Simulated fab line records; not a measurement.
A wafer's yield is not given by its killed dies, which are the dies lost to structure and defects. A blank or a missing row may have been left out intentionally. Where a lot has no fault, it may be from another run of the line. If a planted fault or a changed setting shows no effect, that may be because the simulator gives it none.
A struck lot beside a sound one -- flow nand harc -- 22 steps out of a route of 1302
Sound: the wafers L690.1, L690.2, L690.6. Struck: wafers L705.2, L705.6 (left out: L705.4, a lot-mate that was not struck); the cause follows at the end.
At each step with rows: each side's tool, then ch and its chambers, then its first start. Under that, the readings that differ: sound wafers -- struck wafers -- difference of the means -- sigmas: that difference in standard deviations of wafers without a fault.
alike: same words and numbers on both sides, and readings whose means sit less than 2 such deviations apart. not compared: any withheld reading, any reading some wafer has no value for, any bound like >300 that may hide the same value, and any number with overlapping values for which the record gives no deviation.
A row with sigmas, a row that says differs or no value, or rows on one side alone: a step with any of these is where the two part. Numbers that don't overlap but have no deviation are shown without sigmas and don't part them. A reading that every wafer of one side lacks parts them only if that side has two wafers or more.

NHARC_A_CONTACT_CVD_19: deposits W, target thk 300 nm, time 802 s.
  sound: cvd w-02 ch 0,1; struck: cvd w-01 ch 1
reading,sound,struck,difference,sigmas
heater power w (W),454 387 392,482 468,+64,+2
  alike: throttle valve pct
NHARC_A_CONTACT_CMP_20: polishes, t overpolish 30 s, target thk 300 nm.
  sound on cmp-02 ch 0,3, day 23 03:42; struck on cmp-03 ch 0,1, day 28 19:07
  alike: motor current A, overpolish run s, time to endpoint s
  not compared: pad life wafers
after that, 1 step had no rows for these wafers: NHARC_A_CONTACT_SRD_22.
NHARC_A_CONTACT_INSPECT_23:
  sound: defect inspect-01 at day 23 04:07; struck: defect inspect-02 at day 28 19:29
  alike: raw defect count
then, 7 steps without rows for these wafers: NHARC_A_BLC_DEHYDRATE_00 (time 120 s); NHARC_A_BLC_HMDS_01 (time 30 s); NHARC_A_BLC_COAT_02 (time 75 s); NHARC_A_BLC_COAT_03 (time 65 s); NHARC_A_BLC_COAT_04 (resist thk 90 nm); NHARC_A_BLC_SOFTBAKE_05 (time 55 s); NHARC_A_BLC_EBR_06.
NHARC_A_BLC_EXPOSE_07: exposes mask A BLC, target cd 100 nm.
  sound on arfi scanner-02 ch 0, day 23 04:28; struck on arfi scanner-02 ch 0, day 28 19:44
  alike: mask, focus offset nm
then, 2 steps without rows for these wafers: NHARC_A_BLC_PEB_08 (peb time 65 s); NHARC_A_BLC_DEVELOP_09 (develop time 35 s).
NHARC_A_BLC_CD_MEAS_10 targets a cd of 100 nm.
  sound on cd sem-02 ch 0, day 23 04:37; struck on cd sem-02 ch 0, day 28 19:52
reading,sound,struck,difference,sigmas
cd nm (nm),99.8 100.3 100.1,98.2 98.3,-1.8,-3
NHARC_A_BLC_OVL_MEAS_11:
  sound: overlay-02 at day 23 04:42; struck: overlay-02 at day 28 19:58
  alike: overlay x nm, overlay y nm
NHARC_A_BLC_INSPECT_12:
  sound: defect inspect-01 at day 23 04:44; struck: defect inspect-02 at day 28 20:00
  alike: raw defect count
NHARC_A_BLC_DESCUM_15: chemistry O2, time 3 s.
  sound on rie diel-11 ch 0,1,2, day 23 04:48; struck on rie diel-11 ch 1,2, day 28 20:04
reading,sound,struck,difference,sigmas
model.A_BLC.cd nm (nm),100.2 100.7 99.91,98.2 98.56,-1.9,
  alike: chamber pressure mTorr, drypump motor current A, oes product au, rf vpp V, showerhead plenum p Torr, throttle valve pct
  not compared: rf hours counter h
NHARC_A_BLC_ETCH_16: etches the open film in CF4, target depth 39 nm, time 65 s.
  sound on rie diel-11 ch 1,2, day 23 04:54; struck on rie diel-11 ch 1,2, day 28 20:08
  alike: chamber pressure mTorr, drypump motor current A, oes product au, rf vpp V, showerhead plenum p Torr, throttle valve pct
  not compared: rf hours counter h
NHARC_A_BLC_ETCH_17: etches the open film in N2/H2, target depth 390 nm, time 609.38 s.
  sound: rie diel-11 ch 1,2; struck: rie diel-11 ch 0
reading,sound,struck,difference,sigmas
model.A_BLC.cd nm (nm),99.54 100.3 99.57,98.19 98.25,-1.58,
  alike: chamber pressure mTorr, drypump motor current A, oes product au, rf vpp V, showerhead plenum p Torr, throttle valve pct
  not compared: rf hours counter h
NHARC_A_BLC_ETCH_18: etches the open film in C4F8/O2/Ar, target depth 910 nm.
  sound: rie diel-11 ch 0,1; struck: rie diel-11 ch 0,2
  alike: chamber pressure mTorr, oes product au, rf vpp V
  not compared: rf hours counter h
NHARC_END_SORT_01:
  sound on prober-02 ch 0, day 25 00:16; struck on prober-02 ch 0, day 30 16:55
  alike: killed at array, killed at other, killed at periphery, killed dies, killed open, killed short

== WHERE THEY PART ==
First at NHARC_A_CONTACT_CVD_19; last, within this record, at NHARC_A_BLC_CD_MEAS_10. Later steps at which nothing parts them and some readings are alike: NHARC_A_BLC_OVL_MEAS_11, NHARC_A_BLC_INSPECT_12, NHARC_A_BLC_DESCUM_15, NHARC_A_BLC_ETCH_16, NHARC_A_BLC_ETCH_17, NHARC_A_BLC_ETCH_18, NHARC_END_SORT_01.

WHY: what had been put in by the simulator
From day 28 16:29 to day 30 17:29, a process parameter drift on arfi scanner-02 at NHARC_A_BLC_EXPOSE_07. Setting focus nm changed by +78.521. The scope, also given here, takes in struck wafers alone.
